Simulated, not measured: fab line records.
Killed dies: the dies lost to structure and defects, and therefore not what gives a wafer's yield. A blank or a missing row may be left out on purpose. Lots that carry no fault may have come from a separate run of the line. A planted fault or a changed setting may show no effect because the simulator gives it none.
Chamber matching ; flow nand harc ; NHARC_A_CHANNEL_FILL_D2_ALD_25 on ald hk-01: 4 sister chambers
The step deposits SiOx, target thk 60 nm, pulse time 10 s, ald cycles 600. 8 wafers are shown with their chamber, then 9 later ones without.

EACH WAFER AND ITS CHAMBER
wafer;chamber;heater power w (W);precursor pulse height rel
L080.5;3;460;0.993
L083.2;1;586;1.010
L085.2;3;459;0.967
L085.3;0;451;1.024
L085.6;2;425;0.986
L086.3;2;429;1.029
L086.4;1;566;1.000
L086.5;0;454;0.981

WAFERS WHOSE CHAMBER IS MISSING
wafer;heater power w (W);precursor pulse height rel
L089.2;440;0.992
L089.1;562;1.007
L089.3;448;0.976
L093.3;436;1.023
L093.5;567;0.986
L093.6;441;1.007
L096.1;452;0.988
L096.2;454;1.003
L096.3;576;1.004

WHICH CHAMBER EACH ONE RAN IN
wafer;from the rows above;in truth
L089.2;can't be placed: 0 or 2 or 3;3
L089.1;1;1
L089.3;can't be placed: 0 or 3 or 2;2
L093.3;can't be placed: 2 or 0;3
L093.5;1;1
L093.6;can't be placed: 0 or 2 or 3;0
L096.1;can't be placed: 0 or 3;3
L096.2;can't be placed: 0 or 3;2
L096.3;1;1
Placed correctly: 3 of 9. From these rows, 6 cannot be placed; in 4 the true chamber is one of the candidates. Number placed wrongly: 0.
How it was worked out, from the rows above alone: a wafer's distance from a chamber is the root of the sum, over the readings, of the square of ((its reading less the chamber's mean) divided by the reading's scatter). The wafer belongs to the nearest chamber; if the next one is less than 2 further off, it can't be placed. A chamber's mean is the mean of its shown wafers. The scatter is the square root of a quotient: the sum, over the shown wafers, of each reading's squared deviation from its chamber's mean, divided by wafers minus chambers.
